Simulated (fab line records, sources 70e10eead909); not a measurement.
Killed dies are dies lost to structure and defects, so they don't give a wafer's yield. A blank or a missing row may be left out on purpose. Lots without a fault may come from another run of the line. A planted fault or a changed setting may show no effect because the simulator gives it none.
A struck lot beside a sound one | flow nand_harc | 14 steps out of a route of 1302
Sound: wafers L327.1, L327.4, L327.5. Struck: wafers L333.1, L333.2, L333.4. The cause comes at the end.
At each step with rows: each side's tool, then ch and its chambers, then its first start. Under that, the readings that differ: sound wafers | struck wafers | difference of the means | sigmas: that difference in standard deviations of wafers without a fault.
alike: readings whose means differ by less than 2 such deviations, and words and numbers that are the same on both sides. not compared: withheld readings, readings that some wafer has no value for, bounds like >300 that may hide the same value, and numbers for which the record gives no deviation and whose values overlap.
The two part at a step that has a row with sigmas, a row that says differs or no value, or rows on one side only. Numbers that don't overlap but have no deviation are shown without sigmas and don't part them. A reading that every wafer of one side lacks parts them only if that side has two wafers or more.

NHARC_A_CONTACT_ETCH_102: etches the open film in CF4/O2, target depth 100 nm, overetch 10 nm, time 55 s.
  sound on rie_diel-13 ch 2,3, day 25 17:19; struck on rie_diel-13 ch 1,2,3, day 28 03:34
  alike: bias_w, chamber_pressure_mTorr, drypump_motor_current_A, oes_product_au, rf_vpp_V, showerhead_plenum_p_Torr, throttle_valve_pct
  not compared: rf_hours_counter_h
NHARC_A_CONTACT_STRIP_55: strips in O2.
  sound on rie_diel-13 ch 2,3; struck on rie_diel-13 ch 0,2,3
  alike: chamber_pressure_mTorr, drypump_motor_current_A, oes_product_au, rf_vpp_V, showerhead_plenum_p_Torr, throttle_valve_pct
  not compared: rf_hours_counter_h
then, 1 step without rows for these wafers: NHARC_A_CONTACT_STRIP_56 (strips in post etch residue remover, time 600 s).
NHARC_A_CONTACT_DEP_57: deposits aC, target thk 5300 nm.
  sound on acl_dep-03 ch 0, day 25 17:59; struck on acl_dep-03 ch 0, day 28 04:38
  alike: throttle_valve_pct
NHARC_A_CONTACT_DEP_58: deposits SiON, target thk 90 nm.
  sound on pecvd-01 ch 0,1,2, day 25 21:16; struck on pecvd-04 ch 0,1,2, day 28 07:52
  alike: chamber_pressure_Torr, heater_power_w
then, 7 steps without rows for these wafers: NHARC_A_CONTACT_DEHYDRATE_59 (time 120 s); NHARC_A_CONTACT_HMDS_60 (time 30 s); NHARC_A_CONTACT_COAT_61 (time 75 s); NHARC_A_CONTACT_COAT_62 (time 65 s); NHARC_A_CONTACT_COAT_63 (resist thk 90 nm); NHARC_A_CONTACT_SOFTBAKE_64 (time 55 s); NHARC_A_CONTACT_EBR_65.
NHARC_A_CONTACT_EXPOSE_66: exposes mask A CC 2.
  sound on arfi_scanner-02 ch 0, day 25 21:43; struck on arfi_scanner-02, day 28 08:25
  no value came back on the struck wafers for exposure_dose_mJ_cm2, focus_offset_nm (nm), na; on the sound wafers exposure_dose_mJ_cm2 reads 59.17 59.34 59.31
  alike: mask
then, 1 step without rows for these wafers: NHARC_A_CONTACT_PEB_67 (peb time 65 s).

WHERE THEY PART
Only at NHARC_A_CONTACT_EXPOSE_66, within this record.

WHY: what the simulator had put in
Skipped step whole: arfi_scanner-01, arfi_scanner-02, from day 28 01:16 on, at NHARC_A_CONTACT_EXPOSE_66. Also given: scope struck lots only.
